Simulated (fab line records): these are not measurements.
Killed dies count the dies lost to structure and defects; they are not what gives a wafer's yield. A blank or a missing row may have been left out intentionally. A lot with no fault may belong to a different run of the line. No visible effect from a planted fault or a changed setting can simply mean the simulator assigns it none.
Which of the tools did it?    flow nand harc    Sampling: 15 lots, 45 wafers, 5 of 1159 route steps

## WHAT THE GAUGES READ, wafer by wafer
NHARC_P_M0_INSPECT_27. Usual: raw defect count 282, standard deviation 100.
lot   measured      on                 raw defect count  flag
L695  day 5 17:40   defect inspect-02  466 364 420       
L696  day 6 07:24   defect inspect-01  164 140 311       
L698  day 6 08:50   defect inspect-02  200 358 375       
L699  day 6 19:05   defect inspect-01  291 333 287       
L700  day 6 19:44   defect inspect-02  357 248 272       
L701  day 7 13:11   defect inspect-02  281 219 349       
L703  day 7 22:16   defect inspect-01  146 336 302       
L704  day 8 16:09   defect inspect-01  280 246 140       
L706  day 9 00:16   defect inspect-01  424 218 349       
L705  day 9 05:31   defect inspect-02  454 271 391       
L709  day 9 05:45   defect inspect-01  306 276 212       
L711  day 9 23:02   defect inspect-02  247 340 274       
L715  day 11 06:32  defect inspect-01  95 153 106        
L718  day 11 10:22  defect inspect-01  385 403 417       
L717  day 11 10:58  defect inspect-01  310 445 511       

NHARC_P_M1_CD_MEAS_09 targets a cd of 130 nm. Usual: cd nm 129.6 nm, standard deviation 0.67.
lot   measured      on         cd nm (nm)         flag
L695  day 5 19:02   cd sem-02  129.9 131.5 130.1  
L696  day 6 08:55   cd sem-01  129.9 130.3 130.7  
L698  day 6 10:13   cd sem-01  130.3 129.1 129.4  
L699  day 6 20:22   cd sem-02  130.2 130.1 130.0  
L700  day 6 21:09   cd sem-03  129.2 129.1 129.8  
L701  day 7 14:26   cd sem-02  128.9 129.9 129.0  
L703  day 7 23:39   cd sem-01  130.0 128.9 130.0  
L704  day 8 17:26   cd sem-01  129.2 129.4 130.3  
L706  day 9 01:38   cd sem-03  129.3 130.5 130.0  
L705  day 9 06:55   cd sem-01  130.3 128.7 129.2  
L709  day 9 07:07   cd sem-01  129.0 129.8 128.9  
L711  day 10 00:33  cd sem-01  129.5 128.8 128.4  
L715  day 11 09:14  cd sem-01  154.6 155.8 153.8  OFF
L718  day 11 11:38  cd sem-01  149.8 150.7 150.2  OFF
L717  day 11 12:14  cd sem-01  151.4 150.7 151.6  OFF

## TOOL THAT RAN EACH LOT (tool first, then ch and the chambers of the sampled wafers, then the start)
lot   NHARC_P_M0_PVD_20                        NHARC_P_M0_ANNEAL_30              NHARC_P_M1_EXPOSE_06
L695  pvd sputter-01, day 5 16:51 or earlier   rtp anneal-01 ch 0, day 5 16:51   arfi scanner-01 ch 0, day 5 18:54
L696  pvd sputter-02, day 6 06:35 or earlier   rtp anneal-02 ch 0, day 6 06:35   arfi scanner-03 ch 0, day 6 08:46
L698  pvd sputter-01, day 6 08:07 or earlier   rtp anneal-02 ch 0, day 6 08:07   arfi scanner-01 ch 0, day 6 10:05
L699  pvd sputter-02, day 6 18:16 or earlier   rtp anneal-02 ch 0, day 6 18:16   arfi scanner-01 ch 0, day 6 20:13
L700  pvd sputter-01, day 6 18:56 or earlier   rtp anneal-01 ch 0, day 6 18:56   arfi scanner-02 ch 0, day 6 21:01
L701  pvd sputter-02, day 7 12:22 or earlier   rtp anneal-01 ch 0, day 7 12:22   arfi scanner-02 ch 0, day 7 14:17
L703  pvd sputter-03, day 7 21:28 or earlier   rtp anneal-02 ch 0, day 7 21:28   arfi scanner-01 ch 0, day 7 23:31
L704  pvd sputter-03, day 8 15:20 or earlier   rtp anneal-01 ch 0, day 8 15:20   arfi scanner-01 ch 0, day 8 17:17
L706  pvd sputter-02, day 8 23:27 or earlier   rtp anneal-01 ch 0, day 8 23:27   arfi scanner-02 ch 0, day 9 01:30
L705  pvd sputter-01, day 9 04:44 or earlier   rtp anneal-01 ch 0, day 9 04:44   arfi scanner-03 ch 0, day 9 06:46
L709  pvd sputter-03, day 9 04:55 or earlier   rtp anneal-02 ch 0, day 9 04:55   arfi scanner-02 ch 0, day 9 06:59
L711  pvd sputter-01, day 9 22:13 or earlier   rtp anneal-02 ch 0, day 9 22:13   arfi scanner-01 ch 0, day 10 00:25
L715  pvd sputter-03, day 11 05:43 or earlier  rtp anneal-01 ch 0, day 11 05:43  arfi scanner-02 ch 0, day 11 09:06
L718  pvd sputter-01, day 11 09:36 or earlier  rtp anneal-02 ch 0, day 11 09:36  arfi scanner-02 ch 0, day 11 11:30
L717  pvd sputter-01, day 11 10:08 or earlier  rtp anneal-02 ch 0, day 11 10:08  arfi scanner-02 ch 0, day 11 12:05
- NHARC_P_M0_PVD_20: deposits TaN, target thk 5 nm, time 8.06 s.
- NHARC_P_M0_ANNEAL_30: time 90 s.
- NHARC_P_M1_EXPOSE_06: exposes mask P M1, target cd 130 nm.

## WHAT THE TOOLS THEMSELVES READ (means of the sampled wafers that have a number; where no wafer has one, the mark that the record gives instead)
NHARC_P_M0_PVD_20. Usual: throttle valve pct 29.7 %, standard deviation 1.2.
lot   tool            throttle valve pct (%)  flag
L695  pvd sputter-01  29.5                    
L696  pvd sputter-02  30.3                    
L698  pvd sputter-01  29.1                    
L699  pvd sputter-02  29.7                    
L700  pvd sputter-01  29.3                    
L701  pvd sputter-02  30.9                    
L703  pvd sputter-03  30.3                    
L704  pvd sputter-03  30.2                    
L706  pvd sputter-02  30.4                    
L705  pvd sputter-01  28.1                    
L709  pvd sputter-03  30.6                    
L711  pvd sputter-01  29.2                    
L715  pvd sputter-03  29.9                    
L718  pvd sputter-01  30.4                    
L717  pvd sputter-01  30.2                    

NHARC_P_M0_ANNEAL_30. Usual: wafer_temp_C_max 226.19, standard deviation 0.25.
lot   tool           wafer_temp_C_max  flag
L695  rtp anneal-01  226.27            
L696  rtp anneal-02  225.94            
L698  rtp anneal-02  226.11            
L699  rtp anneal-02  226.30            
L700  rtp anneal-01  226.56            
L701  rtp anneal-01  226.36            
L703  rtp anneal-02  225.79            
L704  rtp anneal-01  226.27            
L706  rtp anneal-01  226.30            
L705  rtp anneal-01  226.27            
L709  rtp anneal-02  226.13            
L711  rtp anneal-02  226.17            
L715  rtp anneal-01  226.09            
L718  rtp anneal-02  226.29            
L717  rtp anneal-02  226.20            

NHARC_P_M1_EXPOSE_06. Usual: exposure dose mJ cm2 81.88, standard deviation 0.082.
lot   tool             exposure dose mJ cm2  flag
L695  arfi scanner-01  81.94                 
L696  arfi scanner-03  81.97                 
L698  arfi scanner-01  81.84                 
L699  arfi scanner-01  81.86                 
L700  arfi scanner-02  81.82                 
L701  arfi scanner-02  81.91                 
L703  arfi scanner-01  81.83                 
L704  arfi scanner-01  81.98                 
L706  arfi scanner-02  81.92                 
L705  arfi scanner-03  81.74                 
L709  arfi scanner-02  81.86                 
L711  arfi scanner-01  81.77                 
L715  arfi scanner-02  125.60                OFF
L718  arfi scanner-02  117.29                OFF
L717  arfi scanner-02  117.35                OFF

## THE ANSWER, worked out from the rows above alone
Rule: lot off if the mean of its wafers having a number is beyond 3 standard deviations from the usual mean. Also off: a lot with no number at a reading for which 4 or more lots have one. All remaining lots with rows at the step are treated as sound. First the gauges in route order, then the tools' own readings, where a lot's mean is used as printed above. At the first step where some lot is off, the reading lying furthest off is the one used; lots without a number count as furthest.
Off: L715, L718, L717, at NHARC_P_M1_CD_MEAS_09 (cd nm).
If a tool, at a process step before that reading, ran all the lots that are off and no sound lot after the first of them, it fits. Not tried: the gauges at NHARC_P_M1_CD_MEAS_09; whatever is off there is also off at NHARC_P_M1_EXPOSE_06, on other tools, and gauge error can't account for it. NHARC_P_M0_PVD_20: start missing for some lots; hours and lot order therefore follow NHARC_P_M0_ANNEAL_30. One fits: NHARC_P_M1_EXPOSE_06 on arfi scanner-02. A fault onset in the window from L709 (day 9 06:59, its last sound lot) to L715 (day 11 09:06, its first lot off) fits.
The tool's own readings at NHARC_P_M1_EXPOSE_06 bear it out: on the lots that are off they differ by more than 5 times the standard deviation of the sound lots' means. exposure dose mJ cm2 reads 120.08 there against 81.87 on the sound lots.

## WHAT WAS PUT IN BY THE SIMULATOR
Process parameter drift: arfi scanner-02, from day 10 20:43 on, at NHARC_P_M1_EXPOSE_06. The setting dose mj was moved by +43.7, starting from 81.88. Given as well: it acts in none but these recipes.
Struck lots among those shown: L715, L718, L717. This agrees with what the rule above found.
